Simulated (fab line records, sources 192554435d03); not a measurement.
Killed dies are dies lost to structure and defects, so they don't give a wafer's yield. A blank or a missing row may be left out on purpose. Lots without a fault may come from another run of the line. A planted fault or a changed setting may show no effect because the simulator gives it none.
One fault seen from 2 desks | flow n5_finfet | each desk has only its own numbers; what lay behind them comes last

THE TOOL OWNER'S DESK: litho_track-03
The tool's own readings at N5_BEOL_M1_COAT_67 (time 60 s, resist thk 60 nm): means of the sampled wafers that have a number, for each lot that ran on this tool. A lot is out of limits, marked OUT, if its mean lies more than 4 standard deviations from the usual mean; the brackets give that distance.
Columns: A = spin_speed_rpm at N5_BEOL_M1_COAT_67, usual 1500.1 rpm
lot  | first seen here | A
L957 | day 6 09:13     | 1500.0
L964 | day 8 09:20     | 1501.0
L966 | day 9 01:23     | 1768.6 (+99 or more) OUT
L967 | day 9 08:27     | 1766.6 (+99 or more) OUT
This desk's finding: out of limits on L966, L967; first on L966, day 9 01:23 (spin_speed_rpm at N5_BEOL_M1_COAT_67). In limits: L957, L964.

THE METROLOGY DESK
What the gauges read, lot by lot, whatever tool the lot ran on: means of the sampled wafers that have a number. A lot is out of limits, marked OUT, if its mean lies more than 4 standard deviations from the usual mean; the brackets give that distance.
Columns: A = M1_ILD_THK at N5_BEOL_M1_THK_MEAS_01, usual 78.8 nm
lot  | first seen here | A
L956 | day 6 04:04     | 79.5
L955 | day 6 06:11     | 79.4
L957 | day 6 07:36     | 78.9
L958 | day 6 20:20     | 78.9
L964 | day 8 06:36     | 79.2
L966 | day 8 23:54     | 78.8
L967 | day 9 06:53     | 80.1
L970 | day 9 16:06     | 79.8
L974 | day 11 09:10    | 78.4
L975 | day 11 14:28    | 78.5
L977 | day 11 17:22    | 79.5
L978 | day 11 18:22    | 77.8
This desk's finding: nothing out of limits on any of the 12 lots.

PUT TOGETHER
The tool owner's desk could have raised an alarm at day 9 01:23, on L966, L967.
The metrology desk saw nothing out of limits.
The metrology desk has L966, L967 on record, within its limits.
Of the lots named, all ran N5_BEOL_M1_COAT_67 on litho_track-03.

WHAT THE SIMULATOR HAD PUT IN
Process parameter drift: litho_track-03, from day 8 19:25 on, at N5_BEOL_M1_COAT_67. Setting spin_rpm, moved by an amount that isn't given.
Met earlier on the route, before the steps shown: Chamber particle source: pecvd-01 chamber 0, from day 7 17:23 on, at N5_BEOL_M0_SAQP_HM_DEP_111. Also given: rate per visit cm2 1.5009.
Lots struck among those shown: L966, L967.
Hours from the fault's start to each desk's first reading out of limits: the tool owner's desk, 6.
